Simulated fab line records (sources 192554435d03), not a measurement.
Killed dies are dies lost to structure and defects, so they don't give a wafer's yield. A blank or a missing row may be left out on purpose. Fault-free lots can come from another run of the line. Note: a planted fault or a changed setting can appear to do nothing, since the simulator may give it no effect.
Chamber matching | flow n5_finfet | rie_diel-06 running N5_BEOL_M8_ETCH_65: 4 sister chambers
The step etches SiARC in CF4, target depth 15.6 nm, time 26 s. 4 wafers are shown with their chamber, then 9 later ones without.

== EACH WAFER AND ITS CHAMBER ==
wafer  | chamber | drypump_motor_current_A (A)
L087.3 | 0       | 6.5
L092.1 | 3       | 5.5
L092.4 | 2       | 5.3
L092.6 | 1       | 5.5

== WAFERS WITHOUT THEIR CHAMBER ==
wafer  | drypump_motor_current_A (A)
L090.1 | 6.5
L090.3 | 5.3
L090.4 | 5.5
L094.1 | 5.4
L094.5 | 5.3
L094.6 | 5.5
L095.3 | 5.5
L095.5 | 5.5
L095.6 | 6.5

== WHICH CHAMBER EACH WENT THROUGH ==
wafer  | from the rows above          | in truth
L090.1 | 0                            | 0
L090.3 | 2                            | 2
L090.4 | can't be placed: 1 or 3      | 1
L094.1 | can't be placed: 1 or 3 or 2 | 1
L094.5 | 2                            | 2
L094.6 | can't be placed: 1 or 3      | 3
L095.3 | can't be placed: 1 or 3      | 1
L095.5 | can't be placed: 1 or 3      | 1
L095.6 | 0                            | 0
4 of 9 placed correctly. Cannot be placed on the basis of these rows: 5; the candidates contain the true chamber in 5. Wrongly placed: 0.
How it was worked out, from the rows above alone: a wafer's distance from a chamber is the root of the sum, over the readings, of the square of ((its reading less the chamber's mean) divided by the reading's scatter). The wafer belongs to the nearest chamber; if the next one is less than 2 further off, it can't be placed. The mean given for a chamber averages the wafers shown for that chamber. The scatter: root of mean squared gap, hidden wafer to nearest shown wafer, with one shown wafer a chamber.
